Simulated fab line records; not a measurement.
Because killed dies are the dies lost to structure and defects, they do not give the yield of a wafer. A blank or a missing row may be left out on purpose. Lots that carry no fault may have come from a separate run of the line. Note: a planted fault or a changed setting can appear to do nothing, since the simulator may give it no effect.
fab line records ; flow n5Finfet
record: lots: 9; wafers: 26; lastDay: 20
route steps=1938 shown SDB@368 DUMMY_REMOVAL@378 HKMG_FIN@399 BEOL_M4@1111 PASSIVATION@1936
lots untouched by any fault: they come from a run of this same line in which no faults occurred
startH: hours from the record's opening day to when the first of the lot's shown wafers began ; waitH: hours elapsed since this lot's preceding step ; " as in the row above ; L1.1+2: a row that stands for several wafers ; - either no value or no given start ; * or withheld: withheld ; < > ~ a bound
route shown NAME@n: names a module that has steps shown in the file, with the first one's number in the route ; usual: average and standard deviation across the fault-free wafers ; same: alike in all rows ; chamber/n: place in a boat ; sites: the reading at each site ; _std_site: standard deviation of those values ; _edge_site: inner sites' mean taken away from outer sites' mean ; radiusMm: how far each site lies from the wafer's centre ; mask NAME#n: copy n ; behind: tool/chamber where the wafer was last shaped ; hold: why the lot went on hold/how many hours it stayed there/how the hold came to an end ; device: names the non-switching transistor (n, p or np) ; end of line: at the end of the route, the tests of the same wafers ; a step with no rows: only its recipe ; killed: dies lost to structure and defects at the first sort, not the wafer's yield ; map: dies across one wafer; x = killed, . = not, _ = none there
set.NAME: the setting that was run; set.NAME@STEP: the one run at that earlier step ; model.NAME: the simulator's own value behind a step, which no gauge read
steps of the route over a sample of lots; a table a step, a row a wafer
services: from which hour (startH, from the record's first day; less than 0 if before it) a tool's chamber was out of use, for how many hours, and why
== steps ==
step: N5_SDB_ETCH_25
recipe: chemistry: C4F6/O2; target: SiO2; targetDepthA: 100; timeS: 3.3; ionEnergyEv: 250; maskMaterial: SiNx; pressureMtorr: 30; sourceW: 345; biasW: 185; Ar_flow_sccm: 300; C4F6_flow_sccm: 10; O2_flow_sccm: 10
usual: O2_flow_sccm: 9.993/0.026; chamberPressureMTorr: 29.998/0.026; drypumpMotorCurrentA: 5.68/0.21; oesProductAu: 0.77/0.069; rfVppV: 667/26; showerheadPlenumPTorr: 2.84/0.082; throttleValvePct: 21.24/0.16
same: timeS: 3.3
lot.wafer;tool;chamber;startH;waitH;O2_flow_sccm;chamberPressureMTorr;drypumpMotorCurrentA;oesProductAu;rfHoursCounterH;rfVppV;showerheadPlenumPTorr;throttleValvePct
L217.2;rieDiel-04;3;77.84;0.0;9.980;30.016;5.24;0.77;135;683;2.93;21.30
L217.4;rieDiel-04;0;77.84;0.0;10.010;30.028;5.85;0.71;240;673;2.80;21.53
L217.6;rieDiel-04;1;77.84;0.0;10.029;29.969;5.92;0.71;-;673;2.77;21.18
L220.4;rieDiel-03;1;97.95;0.1;10.033;29.988;5.79;0.83;-;632;2.77;21.33
L220.5;rieDiel-03;2;97.95;0.1;9.939;29.965;5.97;0.75;-;664;2.95;21.12
L220.6;rieDiel-03;0;97.95;0.1;10.042;29.996;5.52;0.73;-;640;2.82;21.15
L221.2;rieDiel-04;3;103.65;0.3;9.983;30.008;5.22;0.76;139;682;2.93;21.30
L221.4;rieDiel-04;2;103.65;0.3;10.032;30.042;5.40;0.71;209;682;2.94;21.18
L221.5;rieDiel-04;0;103.65;0.3;9.990;30.045;5.87;0.69;-;673;2.79;21.52
L224.2;rieDiel-01;2;118.18;0.1;9.985;29.950;5.64;0.76;137;693;2.86;21.56
L224.3;rieDiel-01;3;118.18;0.1;10.015;30.030;5.84;0.69;224;690;2.80;21.01
L224.6;rieDiel-01;0;118.18;0.1;9.976;30.025;5.71;0.85;-;627;2.78;21.12
L225.1;rieDiel-03;0;128.30;0.0;10.006;29.997;5.52;0.72;183;638;2.82;21.14
L225.4;rieDiel-03;3;128.30;0.0;10.004;29.959;5.66;0.79;-;652;2.76;21.09
L225.5;rieDiel-03;1;128.30;0.0;10.024;29.940;5.77;0.82;-;633;2.76;21.36
L229.2;rieDiel-04;0;148.43;0.3;10.003;30.034;5.86;1.00;1;673;2.79;21.17
L229.5;rieDiel-04;2;148.43;0.3;9.955;29.985;5.42;0.70;-;681;2.93;21.21
L229.6;rieDiel-04;3;148.43;0.3;9.978;29.993;5.23;0.76;-;683;2.92;21.33
L231.3;rieDiel-01;0;163.62;0.1;9.977;29.985;5.78;0.84;81;627;2.77;21.13
L231.4;rieDiel-01;3;163.62;0.1;10.016;29.992;5.88;0.68;239;689;2.79;21.03
L231.6;rieDiel-01;2;163.62;0.1;10.013;30.005;5.64;0.74;-;693;2.85;21.58
L232.4;rieDiel-03;1;168.20;0.0;10.025;29.987;5.78;0.81;104;633;2.76;21.38
L232.5;rieDiel-03;1;168.20;0.0;9.987;30.014;5.78;0.80;-;632;2.76;21.37
L233.2;rieDiel-03;0;175.23;0.5;9.993;30.023;5.53;0.71;198;638;2.81;21.18
L233.3;rieDiel-03;1;175.23;0.5;9.988;30.003;5.78;0.81;107;633;2.76;21.38
L233.5;rieDiel-03;1;175.23;0.5;9.908;30.001;5.78;0.81;-;633;2.76;21.36
step: N5_DUMMY_REMOVAL_STRIP_10
recipe: chemistry: N2/H2; timeS: 40; powerW: 100; tempC: 40; pressureMtorr: 100; rfFrequencyHz: 6e+07; biasPowerW: 3; n2FlowSccm: 300; h2FlowSccm: 300
usual: chamberPressureMTorr: 99.98/0.088; drypumpMotorCurrentA: 5.6/0.45; oesProductAu: 0.77/0.062; rfVppV: 45.4/0.76; showerheadPlenumPTorr: 3.40/0.13; throttleValvePct: 12.32/0.27
same: timeS: 40
lot.wafer;tool;chamber;startH;waitH;chamberPressureMTorr;drypumpMotorCurrentA;oesProductAu;rfHoursCounterH;rfVppV;showerheadPlenumPTorr;throttleValvePct
L217.2;rieDiel-06;0;81.26;0.0;100.14;5.8;0.82;98;44.4;3.43;12.41
L217.4;rieDiel-06;1;81.26;0.0;100.01;5.6;0.85;50;45.8;3.54;11.70
L217.6;rieDiel-06;3;81.26;0.0;99.92;6.1;0.68;-;45.9;3.46;12.49
L220.4;rieDiel-05;3;101.92;0.0;99.96;5.8;0.74;149;45.0;3.25;12.15
L220.5;rieDiel-05;2;101.92;0.0;99.99;6.1;0.80;-;45.2;3.57;12.29
L220.6;rieDiel-05;1;101.92;0.0;99.88;5.5;0.74;-;45.4;3.51;12.44
L221.2;rieDiel-02;0;107.04;0.0;100.05;4.9;0.71;213;44.2;3.19;12.69
L221.4;rieDiel-02;1;107.04;0.0;99.86;6.4;0.84;61;46.0;3.56;11.94
L221.5;rieDiel-02;0;107.04;0.0;100.06;4.9;0.71;-;44.3;3.19;12.68
L224.2;rieDiel-02;0;121.57;0.0;99.87;4.8;0.71;216;45.1;3.19;12.70
L224.3;rieDiel-02;2;121.57;0.0;99.96;5.1;0.74;198;45.5;3.48;12.33
L224.6;rieDiel-02;0;121.57;0.0;99.96;4.9;0.72;-;45.9;3.19;12.68
L225.1;rieDiel-05;2;131.68;0.0;100.03;6.2;0.81;106;45.7;3.57;12.30
L225.4;rieDiel-05;3;131.68;0.0;99.96;5.8;0.73;152;45.6;3.25;12.15
L225.5;rieDiel-05;0;131.68;0.0;100.03;5.0;0.74;-;45.1;3.23;12.25
L229.2;rieDiel-06;2;151.83;0.0;100.19;5.5;0.72;203;45.6;3.33;12.19
L229.5;rieDiel-06;2;151.83;0.0;100.03;5.5;0.71;-;46.3;3.33;12.18
L229.6;rieDiel-06;1;151.83;0.0;99.90;5.6;0.83;-;46.4;3.53;11.74
L231.3;rieDiel-05;0;167.01;0.0;100.04;5.0;0.72;163;44.7;3.23;12.27
L231.4;rieDiel-05;1;167.01;0.0;99.89;5.6;0.72;192;44.5;3.51;12.48
L231.6;rieDiel-05;1;167.01;0.0;100.03;5.6;0.72;-;46.1;3.51;12.47
L232.4;rieDiel-05;1;171.72;0.0;99.88;5.6;0.72;194;45.2;3.51;12.46
L232.5;rieDiel-05;2;171.72;0.0;100.13;6.2;0.79;-;46.5;3.57;12.31
L233.2;rieDiel-06;0;179.03;0.0;100.06;5.8;0.79;128;45.1;3.41;12.47
L233.3;rieDiel-06;2;179.03;0.0;100.07;5.5;0.71;217;45.8;3.32;12.21
L233.5;rieDiel-06;0;179.03;0.0;99.95;5.8;0.79;-;43.8;3.41;12.48
step: N5_HKMG_FIN_OVL_MEAS_50
recipe: pointsPerWafer: 44
usual: NDIPOLE_OVL: 0.2/0.69
lot.wafer;tool;chamber;startH;waitH;NDIPOLE_OVL[nm]
L217.2;overlay-01;0;82.76;0.0;-0.5
L217.4;overlay-01;0;82.76;0.0;-0.9
L217.6;overlay-01;0;82.76;0.0;-0.5
L220.4;overlay-02;0;103.41;0.0;1.3
L220.5;overlay-02;0;103.41;0.0;-0.3
L220.6;overlay-02;0;103.41;0.0;0.7
L221.2;overlay-02;0;108.53;0.0;0.8
L221.4;overlay-02;0;108.53;0.0;0.9
L221.5;overlay-02;0;108.53;0.0;0.3
L224.2;overlay-02;0;122.94;0.0;-1.1
L224.3;overlay-02;0;122.94;0.0;-0.2
L224.6;overlay-02;0;122.94;0.0;0.6
L225.1;overlay-02;0;133.13;0.0;0.5
L225.4;overlay-02;0;133.13;0.0;0.3
L225.5;overlay-02;0;133.13;0.0;0.0
L229.2;overlay-02;0;153.54;0.0;-0.5
L229.5;overlay-02;0;153.54;0.0;0.7
L229.6;overlay-02;0;153.54;0.0;1.2
L231.3;overlay-02;0;168.52;0.0;-0.4
L231.4;overlay-02;0;168.52;0.0;-0.2
L231.6;overlay-02;0;168.52;0.0;-0.5
L232.4;overlay-02;0;173.25;0.0;-0.4
L232.5;overlay-02;0;173.25;0.0;0.5
L233.2;overlay-01;0;180.63;0.0;0.1
L233.3;overlay-01;0;180.63;0.0;0.9
L233.5;overlay-01;0;180.63;0.0;-0.3
step: N5_HKMG_FIN_ETCH_55
recipe: chemistry: N2/H2; target: SOC; targetDepthA: 2400; tempC: 40; timeS: 300; ionEnergyEv: 200; maskMaterial: SiARC; pressureMtorr: 30; sourceW: 840; biasW: 150; n2FlowSccm: 200; h2FlowSccm: 200
usual: chamberPressureMTorr: 29.998/0.028; drypumpMotorCurrentA: 5.68/0.2; oesProductAu: 0.77/0.075; rfVppV: 524.1/2.4; runLengthS: 323.2/0.49; showerheadPlenumPTorr: 2.54/0.086; throttleValvePct: 17.91/0.22
lot.wafer;tool;chamber;startH;waitH;chamberPressureMTorr;drypumpMotorCurrentA;oesProductAu;rfHoursCounterH;rfVppV;runLengthS;showerheadPlenumPTorr;throttleValvePct
L217.2;rieDiel-03;0;82.90;0.0;30.035;5.53;0.73;168;524.3;323.5;2.51;17.71
L217.4;rieDiel-03;0;82.90;0.0;29.994;5.52;0.75;-;523.1;323.7;2.51;17.70
L217.6;rieDiel-03;2;82.90;0.0;29.987;5.96;0.76;-;527.8;322.6;2.65;17.79
L220.4;rieDiel-03;1;103.72;0.1;29.993;5.79;0.82;-;520.7;323.6;2.45;17.89
L220.5;rieDiel-03;2;103.72;0.1;29.957;5.97;0.75;-;526.6;322.7;2.65;17.81
L220.6;rieDiel-03;0;103.72;0.1;29.972;5.53;0.74;-;524.6;323.0;2.51;17.71
L221.2;rieDiel-04;2;108.68;0.0;30.023;5.40;0.71;210;525.9;323.0;2.64;18.03
L221.4;rieDiel-04;0;108.68;0.0;30.048;5.83;0.70;245;522.7;323.8;2.49;18.13
L221.5;rieDiel-04;2;108.68;0.0;29.984;5.41;0.70;-;526.1;323.0;2.64;18.01
L224.2;rieDiel-01;2;123.09;0.0;29.996;5.64;0.75;139;525.2;322.8;2.56;18.30
L224.3;rieDiel-01;3;123.09;0.0;29.999;5.91;0.69;225;524.0;324.0;2.51;17.86
L224.6;rieDiel-01;2;123.09;0.0;30.000;5.65;0.75;-;524.6;322.7;2.56;18.31
L225.1;rieDiel-04;1;133.28;0.0;29.916;5.93;0.71;245;524.5;323.4;2.51;18.19
L225.4;rieDiel-04;1;133.28;0.0;29.999;5.89;0.72;-;521.9;323.8;2.51;18.21
L225.5;rieDiel-04;2;133.28;0.0;30.044;5.41;0.70;-;526.6;323.1;2.64;18.04
L229.2;rieDiel-03;0;153.69;0.0;30.015;5.54;0.72;189;524.1;322.9;2.50;17.74
L229.5;rieDiel-03;1;153.69;0.0;30.009;5.80;0.81;-;522.3;323.9;2.45;17.90
L229.6;rieDiel-03;0;153.69;0.0;29.970;5.55;0.73;-;523.7;322.8;2.50;17.73
L231.3;rieDiel-04;3;168.66;0.0;29.975;5.25;0.73;162;525.4;323.3;2.65;18.25
L231.4;rieDiel-04;2;168.66;0.0;29.962;5.45;0.68;-;526.8;323.4;2.63;18.06
L231.6;rieDiel-04;3;168.66;0.0;30.012;5.23;0.75;-;527.3;323.5;2.65;18.23
L232.4;rieDiel-03;1;173.39;0.0;30.038;5.79;0.80;106;522.4;323.5;2.45;17.92
L232.5;rieDiel-03;3;173.39;0.0;29.927;5.72;0.79;-;519.7;193.4;2.42;17.56
L233.2;rieDiel-03;3;180.78;0.0;29.966;5.66;0.78;126;521.2;193.8;2.42;17.55
L233.3;rieDiel-03;2;180.78;0.0;29.998;5.99;0.72;169;527.7;323.5;2.64;17.84
L233.5;rieDiel-03;3;180.78;0.0;30.050;5.66;0.77;-;521.3;193.8;2.42;17.57
step: N5_BEOL_M4_RC_MEAS_101
usual: DIBL_N: 36.1/2.3; DIBL_P: 36/3.2; IOFF_N: 0.16/0.045; IOFF_P: 0.21/0.049; ION_N: 674/14; ION_P: 462/8.4; SS_N: 71.6/0.83; SS_P: 73.2/0.87; VT_N: 249/3.8; VT_P: -250/3.4
lot.wafer;tool;chamber;startH;waitH;DIBL_N[mV/V];DIBL_P[mV/V];IOFF_N[nA/um];IOFF_P[nA/um];ION_N[uA/um];ION_P[uA/um];SS_N[mV/dec];SS_P[mV/dec];VT_N[mV];VT_P[mV]
L217.2;prober-01;0;266.49;0.2;36.3;33;0.14;0.18;650;449;71.9;72.9;254;-250
L217.4;prober-01;0;266.49;0.2;33.2;30;0.10;0.15;672;459;71.6;72.3;255;-253
L217.6;prober-01;0;266.49;0.2;36.7;35;0.14;0.21;682;470;72.0;73.0;253;-250
L221.2;prober-02;0;277.70;0.2;35.9;36;0.16;0.18;671;449;71.5;74.0;248;-250
L221.4;prober-02;0;277.70;0.2;31.9;31;0.10;0.13;663;451;69.7;72.0;252;-256
L221.5;prober-02;0;277.70;0.2;35.3;34;0.16;0.17;670;453;70.8;72.7;246;-255
L220.4;prober-02;0;289.33;0.5;37.0;38;0.19;0.25;671;455;72.0;73.9;246;-247
L220.5;prober-02;0;289.33;0.5;38.4;39;0.20;0.25;679;465;72.7;74.4;249;-249
L220.6;prober-02;0;289.33;0.5;36.7;37;0.19;0.23;683;464;72.6;73.6;250;-249
L225.1;prober-01;0;303.85;0.0;33.8;34;0.16;0.22;667;462;71.5;73.0;248;-248
L225.4;prober-01;0;303.85;0.0;34.2;34;0.14;0.21;662;460;71.5;72.4;250;-249
L225.5;prober-01;0;303.85;0.0;34.2;34;0.15;0.21;684;474;71.1;73.1;248;-249
L224.2;prober-01;0;313.61;0.2;31.5;30;0.09;0.14;645;446;70.8;72.5;257;-254
L224.3;prober-01;0;313.61;0.2;30.9;30;0.09;0.14;657;456;69.4;71.8;254;-252
L224.6;prober-01;0;313.61;0.2;30.0;29;0.09;0.13;653;455;69.6;71.3;256;-255
L231.3;prober-01;0;329.74;0.3;31.4;30;0.09;0.13;645;446;69.8;72.4;255;-258
L231.4;prober-01;0;329.74;0.3;37.2;36;0.19;0.20;672;462;71.5;73.5;247;-249
L231.6;prober-01;0;329.74;0.3;36.4;35;0.16;0.19;668;458;71.4;73.7;250;-254
L229.2;prober-02;0;347.82;0.2;36.9;34;0.16;0.20;689;470;70.9;72.9;249;-247
L229.5;prober-02;0;347.82;0.2;38.7;37;0.19;0.24;693;472;71.8;74.2;243;-245
L229.6;prober-02;0;347.82;0.2;39.8;37;0.22;0.24;688;465;71.8;73.6;243;-247
L232.4;prober-01;0;355.35;0.5;35.0;37;0.14;0.19;678;466;72.0;73.1;254;-256
L232.5;prober-01;0;355.35;0.5;35.4;37;0.15;0.19;676;465;72.3;73.5;251;-253
L233.2;prober-02;0;355.66;0.2;36.0;35;0.16;0.22;669;460;71.3;72.8;248;-247
L233.3;prober-02;0;355.66;0.2;34.3;33;0.15;0.20;670;459;71.2;72.3;248;-248
L233.5;prober-02;0;355.66;0.2;38.8;39;0.24;0.29;688;464;72.0;73.4;243;-247
step: N5_PASSIVATION_PROBE_49
usual: defectLimitedYield: 90.9/1.6; killed_at_M0_to_M3: 37/11; killed_at_M4_up: 15/5.6; killedAtContacts: 13/6.4; killedAtFrontEnd: 39/11; killedAtOther: 4/3.1; killedDies: 107/19; killedOpen: 71/14; killedShort: 34/7.8; sort_bin_5_function: 5.3/1; sort_bin_6_memory: 3.4/0.72; sort_bin_8_speed: 0.0/0.42; sortNPass: 1072/20; sortYieldPct: 90.9/1.7
same: grossDies: 1180; killedAtBackSide: 0; sort_bin_4_leakage[%]: 0
lot.wafer;tool;chamber;startH;waitH;defectLimitedYield[%];killed_at_M0_to_M3;killed_at_M4_up;killedAtContacts;killedAtFrontEnd;killedAtOther;killedDies;killedOpen;killedShort;sort_bin_5_function[%];sort_bin_6_memory[%];sort_bin_8_speed[%];sortNPass;sortYieldPct[%]
L233.2;prober-02;-;491.57;0.1;91.0;26;17;9;51;3;106;64;40;5.3;3.4;0;1074;91.0
L233.3;prober-02;-;491.62;0.1;89.7;29;25;14;52;1;121;81;35;5.8;4.2;0;1059;89.7
L233.5;prober-02;-;491.72;0.2;91.4;36;15;11;37;3;102;68;33;5.3;3.2;0;1078;91.4
killed by level:class
L233.2 FIN_SAQP:geometricParticle:short=12 FIN_SAQP:geometricParticle:open=11 BEOL_M4:geometricParticle:open=10 STI_FIN_REVEAL:geometricParticle:open=9 MOL_CONTACT_COAG:geometricParticle:open=9 BEOL_M1:geometricParticle:open=6 STI_FIN_REVEAL:geometricParticle:short=5 BEOL_M0:geometricParticle:open=4
L233.3 STI_FIN_REVEAL:geometricParticle:open=15 MOL_CONTACT_COAG:geometricParticle:open=10 BEOL_M4:geometricParticle:open=10 FIN_SAQP:geometricParticle:short=9 FIN_SAQP:geometricParticle:open=8 BEOL_M1:geometricParticle:open=7 BEOL_M0_SAQP:geometricParticle:short=5 BEOL_M5:geometricParticle:short=5
L233.5 STI_FIN_REVEAL:geometricParticle:open=11 BEOL_M0_SAQP:geometricParticle:open=11 BEOL_M0_SAQP:geometricParticle:short=8 FIN_SAQP:geometricParticle:open=7 MOL_CONTACT_COAG:geometricParticle:open=6 FIN_SAQP:geometricParticle:short=5 DUMMY_GATE:geometricParticle:open=5 MOL_CONTACT_COAG:geometricParticle:short=5
== services ==
tool;chamber;startH;hours;kind
rieDiel-01;0;54.23;13.5;repair
rieDiel-03;0;56.45;17.9;repair
rieDiel-03;3;73.73;36.7;repair
rieDiel-04;3;94.76;1.6;repair
rieDiel-05;-;95.09;0.1;repair
rieDiel-01;-;114.20;2.8;pm
rieDiel-03;2;115.16;18.1;repair
rieDiel-04;0;128.41;-;clean
rieDiel-04;0;128.41;-;consumableReplace:focusRing
rieDiel-04;0;128.41;18.3;scheduledDown
rieDiel-04;0;128.41;18.3;ventCycle
rieDiel-06;3;141.41;1.3;repair
rieDiel-04;1;146.94;-;clean
rieDiel-04;1;146.94;-;consumableReplace:focusRing
rieDiel-04;1;146.94;28.4;scheduledDown
rieDiel-04;1;146.94;28.4;ventCycle
rieDiel-06;3;156.83;2.9;repair
rieDiel-06;3;159.87;-;clean
rieDiel-06;3;159.87;-;consumableReplace:focusRing
rieDiel-06;3;159.87;22.0;scheduledDown
rieDiel-06;3;159.87;22.0;ventCycle
rieDiel-02;-;169.40;14.6;pm
== key ==
firstSign: step: N5_HKMG_FIN_ETCH_55; reading: runLengthS; direction: down; sigmas: 99+; usual: *; struck: *
effect none on later readings
metAt N5_HKMG_FIN_ETCH_55
struckLots L232,L233
struckWafers L232.5,L233.2,L233.5
notActingAt N5_SDB_ETCH_25,N5_DUMMY_REMOVAL_STRIP_10,N5_HKMG_FIN_OVL_MEAS_50
fault: kind: processParameterDrift; tool: rieDiel-03; chamber: 3; onsetH: 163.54; steps: N5_HKMG_FIN_ETCH_55; channel: timeS; offset: *; shape: step; endH: 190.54; actsIn: *; stated: *
